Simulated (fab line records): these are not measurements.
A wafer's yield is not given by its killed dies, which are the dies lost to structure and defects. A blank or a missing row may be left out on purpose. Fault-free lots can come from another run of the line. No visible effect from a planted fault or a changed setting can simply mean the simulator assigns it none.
Matching of chambers    flow nand-harc    4 sister chambers for NHARC_THIN_TSV_ETCH_15 on rie-si-04
The step target depth 3000 nm, bosch target overetch cycles 2, bosch etch step 2.8 s. 22 wafers are shown with their chamber, then 11 later ones without.

## WAFERS, EACH WITH ITS CHAMBER
wafer   chamber  drypump-motor-current-A (A)
L077.1  0        5.4
L077.4  2        5.8
L077.6  2        5.7
L074.1  1        6.5
L074.5  3        5.4
L074.6  2        5.8
L075.1  2        5.8
L075.2  0        5.4
L075.5  0        5.3
L082.1  2        5.8
L082.2  3        5.4
L082.5  0        5.4
L080.4  0        5.4
L080.5  0        5.4
L080.6  3        5.4
L079.4  1        6.5
L079.5  2        5.7
L079.6  1        6.4
L081.2  0        5.4
L081.3  2        5.8
L081.6  1        6.5
L089.2  1        6.5

SIGNATURES, as means of the wafers listed above
reading                  chamber 0  chamber 1  chamber 2  chamber 3  scatter within a chamber
drypump-motor-current-A  5.386      6.480      5.771      5.400      0.0414
Rule: for each reading, subtract the chamber's mean from the wafer's reading, divide by that reading's scatter and square the result; add these up over the readings and take the root, which gives the wafer's distance from the chamber. The wafer belongs to the nearest chamber; if the next one is less than 2 further off, it can't be placed. The scatter: take each reading less its chamber's mean, square it, sum over the shown wafers, divide by the number of wafers less the number of chambers, and take the root.

## WAFERS WHOSE CHAMBER IS MISSING
wafer   drypump-motor-current-A (A)
L089.4  5.8
L089.5  5.4
L085.1  5.4
L085.2  5.4
L085.6  5.4
L091.4  5.4
L091.5  6.4
L091.6  5.4
L090.1  5.4
L090.2  6.5
L090.6  5.4

## WHICH CHAMBER EACH ONE RAN IN
wafer   from the rows above      in truth
L089.4  2                        2
L089.5  can't be placed: 3 or 0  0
L085.1  can't be placed: 3 or 0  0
L085.2  can't be placed: 3 or 0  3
L085.6  can't be placed: 3 or 0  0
L091.4  can't be placed: 3 or 0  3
L091.5  1                        1
L091.6  can't be placed: 3 or 0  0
L090.1  can't be placed: 3 or 0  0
L090.2  1                        1
L090.6  can't be placed: 3 or 0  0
Correctly placed: 3 of 11. Unplaceable from these rows: 8, with the true chamber sitting among the candidates in 8. Wrongly placed: 0.
